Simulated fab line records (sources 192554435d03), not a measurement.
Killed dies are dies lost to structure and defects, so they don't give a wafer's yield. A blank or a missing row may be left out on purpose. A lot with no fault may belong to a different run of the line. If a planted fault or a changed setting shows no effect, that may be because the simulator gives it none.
Lot-split experiment / flow n5_finfet / on a route of 1938 steps: 7 lots, 21 wafers read

== THE SPLIT ==
At N5_BEOL_M14_SPUTTER_43 (material TaN, target thk 15 nm, time 24.19 s), the setting power_w was moved away from the recipe's 15000 W on 6 of the 21 wafers read, by -12.6% to +14.8%. This setting was run at the recipe's value on the other wafers.

== FROM THE SPLIT TO THE READING: what the file shows between them, 4 steps ==
- N5_BEOL_M14_SPUTTER_44: material Ta, target thk 15 nm, time 24.19 s
- N5_BEOL_M14_SPUTTER_45: material Cu, target thk 100 nm, time 16.67 s
- N5_BEOL_M14_ECD_47: material Cu, target thk 1248 nm
- N5_BEOL_M14_ANNEAL_48: time 90 s

== THE READING ==
barrier_field_endpoint_s, in s, at N5_BEOL_M14_CMP_49 (polishes, stops on SiO2, t overpolish 5.2 s, target thk 560 nm). On this fab line, fault-free wafers typically give 11.31 s with a standard deviation of 0.23 s.

wafer=L074.4; tool, chamber at the split=pvd_sputter-02, -; power_w as run, W=15000; against the recipe=recipe; barrier_field_endpoint_s, s=11.19; against lot-mates on the recipe=-
wafer=L074.5; tool, chamber at the split=pvd_sputter-02, -; power_w as run, W=15000; against the recipe=recipe; barrier_field_endpoint_s, s=11.13; against lot-mates on the recipe=-
wafer=L074.6; tool, chamber at the split=pvd_sputter-02, -; power_w as run, W=15000; against the recipe=recipe; barrier_field_endpoint_s, s=11.34; against lot-mates on the recipe=-
wafer=L075.3; tool, chamber at the split=pvd_sputter-01, -; power_w as run, W=15000; against the recipe=recipe; barrier_field_endpoint_s, s=11.42; against lot-mates on the recipe=-
wafer=L075.5; tool, chamber at the split=pvd_sputter-01, -; power_w as run, W=15000; against the recipe=recipe; barrier_field_endpoint_s, s=11.26; against lot-mates on the recipe=-
wafer=L075.6; tool, chamber at the split=pvd_sputter-01, -; power_w as run, W=15000; against the recipe=recipe; barrier_field_endpoint_s, s=11.60; against lot-mates on the recipe=-
wafer=L083.2; tool, chamber at the split=pvd_sputter-03, -; power_w as run, W=13110; against the recipe=-12.6%; barrier_field_endpoint_s, s=10.40; against lot-mates on the recipe=-0.76
wafer=L083.1; tool, chamber at the split=pvd_sputter-03, -; power_w as run, W=15000; against the recipe=recipe; barrier_field_endpoint_s, s=11.16; against lot-mates on the recipe=-
wafer=L083.5; tool, chamber at the split=pvd_sputter-03, -; power_w as run, W=13110; against the recipe=-12.6%; barrier_field_endpoint_s, s=10.64; against lot-mates on the recipe=-0.52
wafer=L082.2; tool, chamber at the split=pvd_sputter-02, -; power_w as run, W=15000; against the recipe=recipe; barrier_field_endpoint_s, s=11.25; against lot-mates on the recipe=-
wafer=L082.3; tool, chamber at the split=pvd_sputter-02, -; power_w as run, W=15000; against the recipe=recipe; barrier_field_endpoint_s, s=11.49; against lot-mates on the recipe=-
wafer=L082.5; tool, chamber at the split=pvd_sputter-02, -; power_w as run, W=15000; against the recipe=recipe; barrier_field_endpoint_s, s=11.12; against lot-mates on the recipe=-
wafer=L084.4; tool, chamber at the split=pvd_sputter-03, -; power_w as run, W=16340; against the recipe=+8.9%; barrier_field_endpoint_s, s=11.84; against lot-mates on the recipe=+0.58
wafer=L084.3; tool, chamber at the split=pvd_sputter-03, -; power_w as run, W=15000; against the recipe=recipe; barrier_field_endpoint_s, s=11.26; against lot-mates on the recipe=-
wafer=L084.1; tool, chamber at the split=pvd_sputter-03, -; power_w as run, W=16340; against the recipe=+8.9%; barrier_field_endpoint_s, s=12.03; against lot-mates on the recipe=+0.77
wafer=L092.3; tool, chamber at the split=pvd_sputter-03, -; power_w as run, W=17220; against the recipe=+14.8%; barrier_field_endpoint_s, s=12.15; against lot-mates on the recipe=+1.04
wafer=L092.2; tool, chamber at the split=pvd_sputter-03, -; power_w as run, W=15000; against the recipe=recipe; barrier_field_endpoint_s, s=11.11; against lot-mates on the recipe=-
wafer=L092.5; tool, chamber at the split=pvd_sputter-03, -; power_w as run, W=17220; against the recipe=+14.8%; barrier_field_endpoint_s, s=12.18; against lot-mates on the recipe=+1.07
wafer=L085.3; tool, chamber at the split=pvd_sputter-02, -; power_w as run, W=15000; against the recipe=recipe; barrier_field_endpoint_s, s=11.51; against lot-mates on the recipe=-
wafer=L085.4; tool, chamber at the split=pvd_sputter-02, -; power_w as run, W=15000; against the recipe=recipe; barrier_field_endpoint_s, s=11.27; against lot-mates on the recipe=-
wafer=L085.6; tool, chamber at the split=pvd_sputter-02, -; power_w as run, W=15000; against the recipe=recipe; barrier_field_endpoint_s, s=11.42; against lot-mates on the recipe=-

THE FIT
A straight line over all 21 wafers: barrier_field_endpoint_s changes by +0.0617 s for each +1% of power_w; r = +0.95; the points scatter about the line by 0.15 s.
The same after taking each lot's own level away (the mean of its wafers on the recipe; 21 wafers): +0.064 s for each +1%; r = +0.96; scatter 0.13 s.
On that fit, the largest move of power_w shifts the reading by 0.95 s.
The span of the lots' own levels, 11.110 to 11.427 s, comes to 1.4 times the standard deviation stated above.
The two slopes are in agreement: the lot-to-lot level therefore moves the slope only a little.
Check: with one of the wafers moved furthest among these (+14.8%) left out of the fit, the line predicts +0.964 s for it against its lot-mates. It came out at +1.04 s against them.

== THE WHOLE CHAIN: every reading that the file lists as answering this split, in the file's order ==
step=N5_BEOL_M14_SPUTTER_43; what it does=material TaN, target thk 15 nm, time 24.19 s; reading=TaN_of_BEOL_M14_SPUTTER_43.thk_nm (the simulator's own value, which no gauge read); change (the file's fit)=+0.151 nm for each +1% of the setting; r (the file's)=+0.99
step=N5_BEOL_M14_CMP_49; what it does=polishes, stops on SiO2, t overpolish 5.2 s, target thk 560 nm; reading=barrier_field_endpoint_s; change (the file's fit)=+0.065 s for each +1% of the setting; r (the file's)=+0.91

== FILE'S OWN FIT ==
barrier_field_endpoint_s changes by +0.065 s for each +1% of power_w, r = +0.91.
